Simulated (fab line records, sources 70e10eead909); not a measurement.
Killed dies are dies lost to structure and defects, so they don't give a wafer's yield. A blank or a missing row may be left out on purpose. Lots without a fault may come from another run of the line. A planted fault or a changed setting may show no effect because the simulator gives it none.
Which tool did it? | flow nand_harc | 24 lots, 72 wafers sampled, at 6 steps of a route of 1159

WHAT THE GAUGES READ, wafer by wafer
The record holds no reading of a measuring or inspecting step that can be judged against a usual standard deviation.

WHICH TOOL RAN EACH LOT (tool, then ch and the chambers of the sampled wafers, then the start)
lot  | NHARC_A_STAIRCASE_ETCH_13                     | NHARC_A_STAIRCASE_ETCH_23                     | NHARC_A_STAIRCASE_TRIM_24                     | NHARC_A_STAIRCASE_TRIM_191                    | NHARC_A_STAIRCASE_ETCH_197                    | NHARC_A_STAIRCASE_STRIP_205
L076 | rie_diel-03 ch 1,2,3, day 11 17:20 or earlier | rie_diel-03 ch 0,1,3, day 11 17:20 or earlier | rie_diel-03 ch 0,1,2, day 11 17:20 or earlier | rie_diel-03 ch 1,2,3, day 11 17:20 or earlier | rie_diel-13 ch 0,1,2, day 11 17:20 or earlier | plasma_asher-02 ch 0,1, day 11 17:20
L075 | rie_diel-13 ch 0,2, day 11 15:14 or earlier   | rie_diel-13 ch 0,1,2, day 11 15:14 or earlier | rie_diel-13 ch 0,2, day 11 15:14 or earlier   | rie_diel-03 ch 0,1,2, day 11 15:14 or earlier | rie_diel-03 ch 2,3, day 11 15:14 or earlier   | plasma_asher-01 ch 0,1, day 11 15:14
L077 | rie_diel-06 ch 0,1, day 11 19:42 or earlier   | rie_diel-13 ch 1,3, day 11 19:42 or earlier   | rie_diel-13 ch 0,1,2, day 11 19:42 or earlier | rie_diel-03 ch 0,1,3, day 11 19:42 or earlier | rie_diel-13 ch 0,1, day 11 19:42 or earlier   | plasma_asher-01 ch 1, day 11 19:42
L074 | rie_diel-03 ch 0,2,3, day 11 19:59 or earlier | rie_diel-06 ch 0,2,3, day 11 19:59 or earlier | rie_diel-06 ch 0,1, day 11 19:59 or earlier   | rie_diel-03 ch 0,1,3, day 11 19:59 or earlier | rie_diel-06 ch 1,3, day 11 19:59 or earlier   | plasma_asher-01 ch 0,1, day 11 19:59
L078 | rie_diel-03 ch 0,2,3, day 11 23:49 or earlier | rie_diel-03 ch 0,1,3, day 11 23:49 or earlier | rie_diel-03 ch 1,3, day 11 23:49 or earlier   | rie_diel-06 ch 0,1,2, day 11 23:49 or earlier | rie_diel-06 ch 0,2, day 11 23:49 or earlier   | plasma_asher-02 ch 0,1, day 11 23:49
L080 | rie_diel-13 ch 0,1, day 12 01:07 or earlier   | rie_diel-06 ch 0,1,3, day 12 01:07 or earlier | rie_diel-06 ch 0,3, day 12 01:07 or earlier   | rie_diel-03 ch 0,2,3, day 12 01:07 or earlier | rie_diel-03 ch 2,3, day 12 01:07 or earlier   | plasma_asher-01 ch 0,1, day 12 01:07
L079 | rie_diel-03 ch 0,1,3, day 12 01:35 or earlier | rie_diel-03 ch 2,3, day 12 01:35 or earlier   | rie_diel-03 ch 2,3, day 12 01:35 or earlier   | rie_diel-06 ch 1,2, day 12 01:35 or earlier   | rie_diel-13 ch 0,3, day 12 01:35 or earlier   | plasma_asher-02 ch 0,1, day 12 01:35
L082 | rie_diel-06 ch 0,1,3, day 12 14:56 or earlier | rie_diel-06 ch 1,3, day 12 14:56 or earlier   | rie_diel-06 ch 0,1, day 12 14:56 or earlier   | rie_diel-03 ch 1,3, day 12 14:56 or earlier   | rie_diel-03 ch 0,3, day 12 14:56 or earlier   | plasma_asher-02 ch 0,1, day 12 14:56
L081 | rie_diel-13 ch 0,1, day 12 15:13 or earlier   | rie_diel-13 ch 1,2, day 12 15:13 or earlier   | rie_diel-13 ch 0,1, day 12 15:13 or earlier   | rie_diel-06 ch 1,3, day 12 15:13 or earlier   | rie_diel-06 ch 1,2, day 12 15:13 or earlier   | plasma_asher-02 ch 0,1, day 12 15:13
L083 | rie_diel-03 ch 1,2,3, day 13 11:42 or earlier | rie_diel-06 ch 0,2,3, day 13 11:42 or earlier | rie_diel-06 ch 0,2,3, day 13 11:42 or earlier | rie_diel-13 ch 0,1,3, day 13 11:42 or earlier | rie_diel-06 ch 0,1,2, day 13 11:42 or earlier | plasma_asher-01 ch 0,1, day 13 11:42
L085 | rie_diel-13 ch 0,1,3, day 13 18:05 or earlier | rie_diel-13 ch 1,2,3, day 13 18:05 or earlier | rie_diel-13 ch 0,1,3, day 13 18:05 or earlier | rie_diel-06 ch 0,1,3, day 13 18:05 or earlier | rie_diel-03 ch 0,1,2, day 13 18:05 or earlier | plasma_asher-02 ch 0,1, day 13 18:05
L084 | rie_diel-06 ch 0,2, day 13 21:49 or earlier   | rie_diel-13 ch 0,1,3, day 13 21:49 or earlier | rie_diel-13 ch 1,2, day 13 21:49 or earlier   | rie_diel-03 ch 0,3, day 13 21:49 or earlier   | rie_diel-13 ch 0,2,3, day 13 21:49 or earlier | plasma_asher-02 ch 0,1, day 13 21:49
L087 | rie_diel-03 ch 0,2,3, day 14 03:54 or earlier | rie_diel-06 ch 0,1, day 14 03:54 or earlier   | rie_diel-06 ch 1,2, day 14 03:54 or earlier   | rie_diel-06 ch 1,3, day 14 03:54 or earlier   | rie_diel-03 ch 0,3, day 14 03:54 or earlier   | plasma_asher-02 ch 0,1, day 14 03:54
L086 | rie_diel-13 ch 1,2,3, day 14 03:44 or earlier | rie_diel-13 ch 0,1,2, day 14 03:44 or earlier | rie_diel-13 ch 0,2,3, day 14 03:44 or earlier | rie_diel-13 ch 0,2,3, day 14 03:44 or earlier | rie_diel-06 ch 1,2,3, day 14 03:44 or earlier | plasma_asher-01 ch 0,1, day 14 03:44
L088 | rie_diel-13 ch 0,3, day 14 08:11 or earlier   | rie_diel-13 ch 2,3, day 14 08:11 or earlier   | rie_diel-13 ch 0,1,2, day 14 08:11 or earlier | rie_diel-06 ch 0,3, day 14 08:11 or earlier   | rie_diel-06 ch 0,2,3, day 14 08:11 or earlier | plasma_asher-01 ch 0,1, day 14 08:11
L089 | rie_diel-03 ch 0,1,2, day 14 23:54 or earlier | rie_diel-06 ch 2,3, day 14 23:54 or earlier   | rie_diel-06 ch 0,2,3, day 14 23:54 or earlier | rie_diel-13 ch 1,2,3, day 14 23:54 or earlier | rie_diel-06 ch 0,3, day 14 23:54 or earlier   | plasma_asher-02 ch 0,1, day 14 23:54
L090 | rie_diel-13 ch 0,3, day 15 00:52 or earlier   | rie_diel-13 ch 2,3, day 15 00:52 or earlier   | rie_diel-13 ch 0,3, day 15 00:52 or earlier   | rie_diel-13 ch 0,2,3, day 15 00:52 or earlier | rie_diel-06 ch 0,1,2, day 15 00:52 or earlier | plasma_asher-01 ch 0,1, day 15 00:52
L091 | rie_diel-06 ch 0,2,3, day 15 11:55 or earlier | rie_diel-13 ch 0,1,2, day 15 11:55 or earlier | rie_diel-13 ch 0,1,3, day 15 11:55 or earlier | rie_diel-13 ch 2,3, day 15 11:55 or earlier   | rie_diel-03 ch 0,2,3, day 15 11:55 or earlier | plasma_asher-01 ch 0,1, day 15 11:55
L092 | rie_diel-13 ch 0,1, day 15 12:16 or earlier   | rie_diel-13 ch 2,3, day 15 12:16 or earlier   | rie_diel-13 ch 0,1,2, day 15 12:16 or earlier | rie_diel-13 ch 1,3, day 15 12:16 or earlier   | rie_diel-13 ch 0,2, day 15 12:16 or earlier   | plasma_asher-01 ch 0,1, day 15 12:16
L093 | rie_diel-13 ch 0,1,2, day 15 19:24 or earlier | rie_diel-13 ch 1,2,3, day 15 19:24 or earlier | rie_diel-13 ch 0,2,3, day 15 19:24 or earlier | rie_diel-13 ch 0,2,3, day 15 19:24 or earlier | rie_diel-13 ch 0,1,2, day 15 19:24 or earlier | plasma_asher-01 ch 0,1, day 15 19:24
L094 | rie_diel-03 ch 0,2,3, day 15 20:07 or earlier | rie_diel-03 ch 0,2,3, day 15 20:07 or earlier | rie_diel-03 ch 0,1, day 15 20:07 or earlier   | rie_diel-06 ch 0,3, day 15 20:07 or earlier   | rie_diel-06 ch 0,2, day 15 20:07 or earlier   | plasma_asher-02 ch 0,1, day 15 20:07
L096 | rie_diel-03 ch 0,1, day 16 10:17 or earlier   | rie_diel-13 ch 0,1,2, day 16 10:17 or earlier | rie_diel-13 ch 0,3, day 16 10:17 or earlier   | rie_diel-03 ch 0,3, day 16 10:17 or earlier   | rie_diel-06 ch 1,2, day 16 10:17 or earlier   | plasma_asher-02 ch 0,1, day 16 10:17
L095 | rie_diel-13 ch 1,2,3, day 16 14:55 or earlier | rie_diel-13 ch 0,1,2, day 16 14:55 or earlier | rie_diel-13 ch 1,2,3, day 16 14:55 or earlier | rie_diel-13 ch 1,2,3, day 16 14:55 or earlier | rie_diel-06 ch 1,2,3, day 16 14:55 or earlier | plasma_asher-01 ch 0,1, day 16 14:55
L097 | rie_diel-06 ch 0,2,3, day 17 00:53 or earlier | rie_diel-06 ch 0,1, day 17 00:53 or earlier   | rie_diel-06 ch 0,1,2, day 17 00:53 or earlier | rie_diel-13 ch 0,1,2, day 17 00:53 or earlier | rie_diel-06 ch 0,1,3, day 17 00:53 or earlier | plasma_asher-02 ch 0,1, day 17 00:53
- NHARC_A_STAIRCASE_ETCH_13: etches the open film in C4F8/O2, target depth 100 nm, time 40.5 s.
- NHARC_A_STAIRCASE_ETCH_23: etches the open film in C4F8/O2, target depth 100 nm, time 40.5 s.
- NHARC_A_STAIRCASE_TRIM_24: chemistry O2, time 211.2 s.
- NHARC_A_STAIRCASE_TRIM_191: chemistry O2, time 211.2 s.
- NHARC_A_STAIRCASE_ETCH_197: etches the open film in C4F8/O2, target depth 100 nm, time 40.5 s.
- NHARC_A_STAIRCASE_STRIP_205: strips in O2.

WHAT THE TOOLS THEMSELVES READ (means of the sampled wafers that have a number; where no wafer has one, the mark that the record gives instead)
NHARC_A_STAIRCASE_ETCH_13. Usual: oes_product_au 0.940 a.u., standard deviation 0.017; rf_fwd_power_W 592 W, standard deviation 3.4; rf_vpp_V 897 V, standard deviation 6.1.
lot  | tool        | oes_product_au (a.u.) | rf_fwd_power_W (W) | rf_vpp_V (V) | flag
L076 | rie_diel-03 | 0.943                 | 592                | 902          |
L075 | rie_diel-13 | 0.919                 | 587                | 896          |
L077 | rie_diel-06 | 0.935                 | 592                | 891          |
L074 | rie_diel-03 | 0.928                 | 593                | 900          |
L078 | rie_diel-03 | 0.917                 | 592                | 900          |
L080 | rie_diel-13 | 0.930                 | 587                | 899          |
L079 | rie_diel-03 | 0.928                 | 591                | 900          |
L082 | rie_diel-06 | 0.939                 | 593                | 891          |
L081 | rie_diel-13 | 0.941                 | 587                | 899          |
L083 | rie_diel-03 | 0.950                 | 591                | 901          |
L085 | rie_diel-13 | 0.952                 | 589                | 901          |
L084 | rie_diel-06 | 0.945                 | 593                | 894          |
L087 | rie_diel-03 | 0.930                 | 593                | 899          |
L086 | rie_diel-13 | 0.932                 | 589                | 896          |
L088 | rie_diel-13 | 0.932                 | 588                | 902          |
L089 | rie_diel-03 | 0.955                 | 594                | 898          |
L090 | rie_diel-13 | 0.949                 | 592                | 904          |
L091 | rie_diel-06 | 0.953                 | 596                | 895          |
L092 | rie_diel-13 | 0.956                 | 589                | 897          |
L093 | rie_diel-13 | 0.959                 | 588                | 895          |
L094 | rie_diel-03 | 0.930                 | 591                | 899          |
L096 | rie_diel-03 | 0.935                 | 593                | 896          |
L095 | rie_diel-13 | 0.948                 | 591                | 896          |
L097 | rie_diel-06 | 0.939                 | 595                | 894          |

NHARC_A_STAIRCASE_ETCH_23. Usual: oes_product_au 0.948 a.u., standard deviation 0.012; rf_fwd_power_W 591 W, standard deviation 3.6; rf_vpp_V 897 V, standard deviation 6.6.
lot  | tool        | oes_product_au (a.u.) | rf_fwd_power_W (W) | rf_vpp_V (V) | flag
L076 | rie_diel-03 | 0.924                 | 590                | 900          |
L075 | rie_diel-13 | 0.956                 | 587                | 896          |
L077 | rie_diel-13 | 0.942                 | 590                | 894          |
L074 | rie_diel-06 | 0.954                 | 592                | 895          |
L078 | rie_diel-03 | 0.950                 | 593                | 899          |
L080 | rie_diel-06 | 0.954                 | 594                | 891          |
L079 | rie_diel-03 | 0.936                 | 593                | 902          |
L082 | rie_diel-06 | 0.942                 | 596                | 891          |
L081 | rie_diel-13 | 0.947                 | 592                | 894          |
L083 | rie_diel-06 | 0.953                 | 594                | 895          |
L085 | rie_diel-13 | 0.949                 | 591                | 896          |
L084 | rie_diel-13 | 0.955                 | 589                | 901          |
L087 | rie_diel-06 | 0.950                 | 595                | 893          |
L086 | rie_diel-13 | 0.946                 | 590                | 895          |
L088 | rie_diel-13 | 0.945                 | 592                | 900          |
L089 | rie_diel-06 | 0.959                 | 595                | 895          |
L090 | rie_diel-13 | 0.956                 | 590                | 900          |
L091 | rie_diel-13 | 0.947                 | 588                | 895          |
L092 | rie_diel-13 | 0.934                 | 594                | 900          |
L093 | rie_diel-13 | 0.940                 | 591                | 897          |
L094 | rie_diel-03 | 0.943                 | 591                | 899          |
L096 | rie_diel-13 | 0.949                 | 589                | 895          |
L095 | rie_diel-13 | 0.938                 | 589                | 895          |
L097 | rie_diel-06 | 0.960                 | 591                | 890          |

NHARC_A_STAIRCASE_TRIM_24. Usual: drypump_motor_current_A 5.5 A, standard deviation 0.35; oes_product_au 1.000 a.u., standard deviation 0.0087; rf_vpp_V 57.9 V, standard deviation 0.99; showerhead_plenum_p_Torr 3.54 Torr, standard deviation 0.17; throttle_valve_pct 17.037 %, standard deviation 0.0094.
lot  | tool        | drypump_motor_current_A (A) | oes_product_au (a.u.) | rf_vpp_V (V) | showerhead_plenum_p_Torr (Torr) | throttle_valve_pct (%) | flag
L076 | rie_diel-03 | 5.5                         | 0.993                 | 57.6         | 3.59                            | 17.035                 |
L075 | rie_diel-13 | 5.4                         | 1.009                 | 56.8         | 3.42                            | 17.032                 |
L077 | rie_diel-13 | 5.4                         | 0.991                 | 57.5         | 3.51                            | 17.042                 |
L074 | rie_diel-06 | 5.2                         | 1.000                 | 57.7         | 3.42                            | 17.037                 |
L078 | rie_diel-03 | 6.0                         | 1.008                 | 58.8         | 3.67                            | 17.041                 |
L080 | rie_diel-06 | 6.0                         | 0.992                 | 56.1         | 3.36                            | 17.025                 |
L079 | rie_diel-03 | 5.0                         | 0.988                 | 58.6         | 3.70                            | 17.040                 |
L082 | rie_diel-06 | 5.2                         | 1.000                 | 58.5         | 3.41                            | 17.041                 |
L081 | rie_diel-13 | 5.3                         | 1.003                 | 57.8         | 3.62                            | 17.044                 |
L083 | rie_diel-06 | 5.8                         | 1.002                 | 57.9         | 3.50                            | 17.034                 |
L085 | rie_diel-13 | 5.5                         | 1.007                 | 58.8         | 3.67                            | 17.032                 |
L084 | rie_diel-13 | 5.5                         | 0.998                 | 58.3         | 3.39                            | 17.027                 |
L087 | rie_diel-06 | 5.2                         | 1.008                 | 57.7         | 3.55                            | 17.037                 |
L086 | rie_diel-13 | 5.5                         | 1.002                 | 57.7         | 3.58                            | 17.042                 |
L088 | rie_diel-13 | 5.4                         | 1.006                 | 57.6         | 3.50                            | 17.048                 |
L089 | rie_diel-06 | 5.8                         | 0.996                 | 58.2         | 3.49                            | 17.038                 |
L090 | rie_diel-13 | 5.5                         | 1.001                 | 57.7         | 3.69                            | 17.042                 |
L091 | rie_diel-13 | 5.5                         | 0.999                 | 58.3         | 3.66                            | 17.041                 |
L092 | rie_diel-13 | 5.4                         | 0.998                 | 57.6         | 3.50                            | 17.036                 |
L093 | rie_diel-13 | 5.5                         | 1.000                 | 57.2         | 3.57                            | 17.040                 |
L094 | rie_diel-03 | 6.0                         | 1.010                 | 58.0         | 3.55                            | 17.030                 |
L096 | rie_diel-13 | 5.5                         | 0.994                 | 58.9         | 3.68                            | 17.034                 |
L095 | rie_diel-13 | 5.6                         | 1.000                 | 57.9         | 3.55                            | 17.039                 |
L097 | rie_diel-06 | 5.4                         | 0.995                 | 58.3         | 3.51                            | 17.033                 |

NHARC_A_STAIRCASE_TRIM_191. Usual: drypump_motor_current_A 5.5 A, standard deviation 0.41; oes_product_au 0.999 a.u., standard deviation 0.0099; rf_vpp_V 57.9 V, standard deviation 0.93; showerhead_plenum_p_Torr 3.57 Torr, standard deviation 0.17; throttle_valve_pct 17.037 %, standard deviation 0.0087.
lot  | tool        | drypump_motor_current_A (A) | oes_product_au (a.u.) | rf_vpp_V (V) | showerhead_plenum_p_Torr (Torr) | throttle_valve_pct (%) | flag
L076 | rie_diel-03 | 5.5                         | 0.998                 | 57.9         | 3.69                            | 17.037                 |
L075 | rie_diel-03 | 5.5                         | 0.997                 | 57.6         | 3.59                            | 17.038                 |
L077 | rie_diel-03 | 5.8                         | 0.992                 | 58.3         | 3.63                            | 17.030                 |
L074 | rie_diel-03 | 5.8                         | 0.992                 | 58.1         | 3.63                            | 17.039                 |
L078 | rie_diel-06 | 5.4                         | 0.996                 | 57.6         | 3.54                            | 17.037                 |
L080 | rie_diel-03 | 5.2                         | 0.987                 | 57.9         | 3.64                            | 17.030                 |
L079 | rie_diel-06 | 5.2                         | 1.000                 | 58.2         | 3.56                            | 17.035                 |
L082 | rie_diel-03 | 6.0                         | 1.014                 | 58.1         | 3.67                            | 17.033                 |
L081 | rie_diel-06 | 5.4                         | 1.006                 | 57.8         | 3.40                            | 17.033                 |
L083 | rie_diel-13 | 5.5                         | 1.010                 | 57.4         | 3.67                            | 17.038                 |
L085 | rie_diel-06 | 5.6                         | 0.997                 | 57.0         | 3.38                            | 17.033                 |
L084 | rie_diel-03 | 5.5                         | 0.988                 | 57.0         | 3.58                            | 17.038                 |
L087 | rie_diel-06 | 5.7                         | 1.002                 | 56.7         | 3.38                            | 17.045                 |
L086 | rie_diel-13 | 5.5                         | 0.998                 | 58.1         | 3.58                            | 17.036                 |
L088 | rie_diel-06 | 6.0                         | 0.990                 | 57.6         | 3.35                            | 17.031                 |
L089 | rie_diel-13 | 5.6                         | 1.000                 | 58.3         | 3.55                            | 17.036                 |
L090 | rie_diel-13 | 5.5                         | 1.003                 | 57.4         | 3.58                            | 17.039                 |
L091 | rie_diel-13 | 5.7                         | 0.993                 | 58.3         | 3.63                            | 17.039                 |
L092 | rie_diel-13 | 5.5                         | 1.002                 | 58.0         | 3.64                            | 17.037                 |
L093 | rie_diel-13 | 5.6                         | 0.998                 | 58.5         | 3.57                            | 17.035                 |
L094 | rie_diel-06 | 5.8                         | 0.990                 | 58.3         | 3.34                            | 17.037                 |
L096 | rie_diel-03 | 5.5                         | 0.998                 | 57.8         | 3.67                            | 17.030                 |
L095 | rie_diel-13 | 5.6                         | 1.004                 | 57.1         | 3.55                            | 17.035                 |
L097 | rie_diel-13 | 5.4                         | 0.993                 | 57.6         | 3.49                            | 17.032                 |

NHARC_A_STAIRCASE_ETCH_197. Usual: oes_product_au 0.948 a.u., standard deviation 0.019; rf_fwd_power_W 593 W, standard deviation 3.2; rf_vpp_V 896 V, standard deviation 6.6.
lot  | tool        | oes_product_au (a.u.) | rf_fwd_power_W (W) | rf_vpp_V (V) | flag
L076 | rie_diel-13 | 0.930                 | 589                | 895          |
L075 | rie_diel-03 | 0.929                 | 590                | 904          |
L077 | rie_diel-13 | 0.931                 | 587                | 898          |
L074 | rie_diel-06 | 0.977                 | 596                | 891          |
L078 | rie_diel-06 | 0.947                 | 595                | 896          |
L080 | rie_diel-03 | 0.932                 | 590                | 904          |
L079 | rie_diel-13 | 0.944                 | 589                | 892          |
L082 | rie_diel-03 | 0.926                 | 594                | 898          |
L081 | rie_diel-06 | 0.950                 | 597                | 901          |
L083 | rie_diel-06 | 0.947                 | 592                | 896          |
L085 | rie_diel-03 | 0.974                 | 593                | 898          |
L084 | rie_diel-13 | 0.965                 | 591                | 898          |
L087 | rie_diel-03 | 0.940                 | 593                | 902          |
L086 | rie_diel-06 | 0.973                 | 593                | 895          |
L088 | rie_diel-06 | 0.941                 | 594                | 895          |
L089 | rie_diel-06 | 0.959                 | 591                | 889          |
L090 | rie_diel-06 | 0.980                 | 593                | 896          |
L091 | rie_diel-03 | 0.934                 | 593                | 900          |
L092 | rie_diel-13 | 0.935                 | 588                | 895          |
L093 | rie_diel-13 | 0.947                 | 589                | 894          |
L094 | rie_diel-06 | 0.928                 | 593                | 900          |
L096 | rie_diel-06 | 0.979                 | 596                | 901          |
L095 | rie_diel-06 | 0.934                 | 594                | 895          |
L097 | rie_diel-06 | 0.964                 | 595                | 890          |

NHARC_A_STAIRCASE_STRIP_205. Usual: drypump_motor_current_A 5.7 A, standard deviation 0.32; heater_power_w 351 W, standard deviation 31; temp_c 250.00 C, standard deviation 0.18.
lot  | tool            | drypump_motor_current_A (A) | heater_power_w (W) | temp_c (C) | flag
L076 | plasma_asher-02 | 5.8                         | 376                | 249.95     |
L075 | plasma_asher-01 | 5.6                         | 322                | 250.03     |
L077 | plasma_asher-01 | 5.4                         | 329                | 249.80     |
L074 | plasma_asher-01 | 5.8                         | 322                | 249.90     |
L078 | plasma_asher-02 | 5.8                         | 381                | 250.01     |
L080 | plasma_asher-01 | 5.8                         | 322                | 250.02     |
L079 | plasma_asher-02 | 5.5                         | 355                | 249.95     |
L082 | plasma_asher-02 | 5.5                         | 355                | 249.93     |
L081 | plasma_asher-02 | 5.5                         | 352                | 250.06     |
L083 | plasma_asher-01 | 5.6                         | 337                | 250.05     |
L085 | plasma_asher-02 | 5.8                         | 383                | 250.08     |
L084 | plasma_asher-02 | 5.8                         | 378                | 250.04     |
L087 | plasma_asher-02 | 5.6                         | 353                | 250.17     |
L086 | plasma_asher-01 | 5.9                         | 341                | 250.17     |
L088 | plasma_asher-01 | 5.8                         | 337                | 249.95     |
L089 | plasma_asher-02 | 5.5                         | 351                | 249.90     |
L090 | plasma_asher-01 | 5.8                         | 335                | 250.23     |
L091 | plasma_asher-01 | 5.6                         | 344                | 250.09     |
L092 | plasma_asher-01 | 5.8                         | 339                | 249.80     |
L093 | plasma_asher-01 | 5.6                         | 337                | 249.89     |
L094 | plasma_asher-02 | 5.8                         | 373                | 250.01     |
L096 | plasma_asher-02 | 5.8                         | 393                | 250.01     |
L095 | plasma_asher-01 | 5.8                         | 340                | 249.89     |
L097 | plasma_asher-02 | 5.8                         | 390                | 249.93     |

THE ANSWER, worked out from the rows above alone
Rule: a lot is off if the mean of its wafers that have a number lies more than 3 standard deviations from the usual mean. A lot without any number at a reading at which 4 lots or more have one is off too. The other lots that the step has rows for count as sound. The gauges are gone through in route order, then the tools' own readings, and for those a lot's mean is taken as printed above. The first step at which some lot is off is used, and at that step the reading that is off furthest; a lot without a number counts as furthest.
No lot is off at any reading shown: from this, nothing can be told.

WHAT THE SIMULATOR HAD PUT IN
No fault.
